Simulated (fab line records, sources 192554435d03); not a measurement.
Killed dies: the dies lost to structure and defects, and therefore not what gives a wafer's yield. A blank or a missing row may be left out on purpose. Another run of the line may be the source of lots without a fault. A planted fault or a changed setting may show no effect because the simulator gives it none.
Lot-split experiment :: flow n5_finfet :: on a route of 1938 steps: 7 lots, 21 wafers read

## THE SPLIT
At N5_FIN_CUT_ETCH_21 (etches SOC in N2/H2, target depth 219 nm, overetch 43.8 nm, time 523.5 s), the setting bias_w was moved away from the recipe's 61 W on 10 of the 21 wafers read, by +6.4% to +11.5%. This setting was run at the recipe's value on the other wafers.

The split's own step is where the reading is taken.

## THE READING
rf_vpp_V, in V, at N5_FIN_CUT_ETCH_21 (etches SOC in N2/H2, target depth 219 nm, overetch 43.8 nm, time 523.5 s). On this fab line, fault-free wafers typically give 240.3 V with a standard deviation of 1.2 V.

wafer: L076.1
tool, chamber at the split: rie_diel-05, 0
bias_w as run, W: 64.91
against the recipe: +6.4%
rf_vpp_V, V: 250.6
against lot-mates on the recipe: +8.3

wafer: L076.2
tool, chamber at the split: rie_diel-05, 3
bias_w as run, W: 64.91
against the recipe: +6.4%
rf_vpp_V, V: 250.3
against lot-mates on the recipe: +8.0

wafer: L076.6
tool, chamber at the split: rie_diel-05, 3
bias_w as run, W: 61
against the recipe: recipe
rf_vpp_V, V: 242.3
against lot-mates on the recipe: -

wafer: L077.2
tool, chamber at the split: rie_diel-01, 1
bias_w as run, W: 61
against the recipe: recipe
rf_vpp_V, V: 239.4
against lot-mates on the recipe: -

wafer: L077.4
tool, chamber at the split: rie_diel-01, 1
bias_w as run, W: 61
against the recipe: recipe
rf_vpp_V, V: 239.1
against lot-mates on the recipe: -

wafer: L077.5
tool, chamber at the split: rie_diel-01, 0
bias_w as run, W: 61
against the recipe: recipe
rf_vpp_V, V: 241.8
against lot-mates on the recipe: -

wafer: L080.2
tool, chamber at the split: rie_diel-03, 3
bias_w as run, W: 66.73
against the recipe: +9.4%
rf_vpp_V, V: 255.9
against lot-mates on the recipe: +14.6

wafer: L080.5
tool, chamber at the split: rie_diel-03, 2
bias_w as run, W: 61
against the recipe: recipe
rf_vpp_V, V: 241.3
against lot-mates on the recipe: -

wafer: L080.6
tool, chamber at the split: rie_diel-03, 0
bias_w as run, W: 66.73
against the recipe: +9.4%
rf_vpp_V, V: 253.6
against lot-mates on the recipe: +12.3

wafer: L081.4
tool, chamber at the split: rie_diel-05, 3
bias_w as run, W: 61
against the recipe: recipe
rf_vpp_V, V: 241.6
against lot-mates on the recipe: -

wafer: L081.5
tool, chamber at the split: rie_diel-05, 0
bias_w as run, W: 61
against the recipe: recipe
rf_vpp_V, V: 239.9
against lot-mates on the recipe: -

wafer: L081.6
tool, chamber at the split: rie_diel-05, 1
bias_w as run, W: 67.99
against the recipe: +11.5%
rf_vpp_V, V: 256.7
against lot-mates on the recipe: +15.9

wafer: L084.1
tool, chamber at the split: rie_diel-05, 1
bias_w as run, W: 66.52
against the recipe: +9.0%
rf_vpp_V, V: 255.8
against lot-mates on the recipe: +14.2

wafer: L084.4
tool, chamber at the split: rie_diel-05, 1
bias_w as run, W: 61
against the recipe: recipe
rf_vpp_V, V: 241.6
against lot-mates on the recipe: -

wafer: L084.5
tool, chamber at the split: rie_diel-05, 3
bias_w as run, W: 66.52
against the recipe: +9.0%
rf_vpp_V, V: 255.5
against lot-mates on the recipe: +13.9

wafer: L085.2
tool, chamber at the split: rie_diel-01, 2
bias_w as run, W: 61
against the recipe: recipe
rf_vpp_V, V: 239.6
against lot-mates on the recipe: -

wafer: L085.3
tool, chamber at the split: rie_diel-01, 0
bias_w as run, W: 61
against the recipe: recipe
rf_vpp_V, V: 241.9
against lot-mates on the recipe: -

wafer: L085.5
tool, chamber at the split: rie_diel-01, 1
bias_w as run, W: 65.57
against the recipe: +7.5%
rf_vpp_V, V: 250.2
against lot-mates on the recipe: +9.4

wafer: L095.1
tool, chamber at the split: rie_diel-01, 0
bias_w as run, W: 61
against the recipe: recipe
rf_vpp_V, V: 240.1
against lot-mates on the recipe: -

wafer: L095.2
tool, chamber at the split: rie_diel-01, 3
bias_w as run, W: 66.63
against the recipe: +9.2%
rf_vpp_V, V: 254.2
against lot-mates on the recipe: +14.1

wafer: L095.5
tool, chamber at the split: rie_diel-01, 0
bias_w as run, W: 66.63
against the recipe: +9.2%
rf_vpp_V, V: 255.2
against lot-mates on the recipe: +15.1

FIT RESULTS
A straight line over all 21 wafers: rf_vpp_V changes by +1.49 V for each +1% of bias_w; r = +0.99; the points scatter about the line by 1.1 V.
The same after taking each lot's own level away (the mean of its wafers on the recipe; 21 wafers): +1.46 V for each +1%; r = +0.99; scatter 1.1 V.
According to that fit, moving bias_w by its largest amount changes the reading by 17 V.
Across the lots, their own levels run from 240.10 to 242.30 V, a range of 1.8 times the standard deviation given above.
So the lot-to-lot level changes the slope little: the two slopes agree.
Check: +16.8 V against its lot-mates is what the line predicts for one of the wafers moved furthest among these (+11.5%) when that wafer is left out of the fit. Against them it came out at +15.9 V.
Tool readings at the split's step, against how far the setting was moved: rf_vpp_V r = +0.99.

## FURTHER SPLITS ON THESE WAFERS
Note: prior to the reading, these wafers also went through further splits. Each is held against what the fit with the lots' levels taken away leaves over:
other split on the same wafers: N5_WELL_APT_COAT_02 spin_rpm
wafers away from the commonest value: 6
r with rf_vpp_V (lot level and that fit taken away): -0.18

other split on the same wafers: N5_FIN_SAQP_PECVD_06 time_s
wafers away from the commonest value: 7
r with rf_vpp_V (lot level and that fit taken away): +0.07

other split on the same wafers: N5_FIN_SAQP_DEVELOP_15 develop_time_s
wafers away from the commonest value: 9
r with rf_vpp_V (lot level and that fit taken away): -0.21

## FILE'S OWN FIT
rf_vpp_V changes by +1.43 V for each +1% of bias_w, r = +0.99.
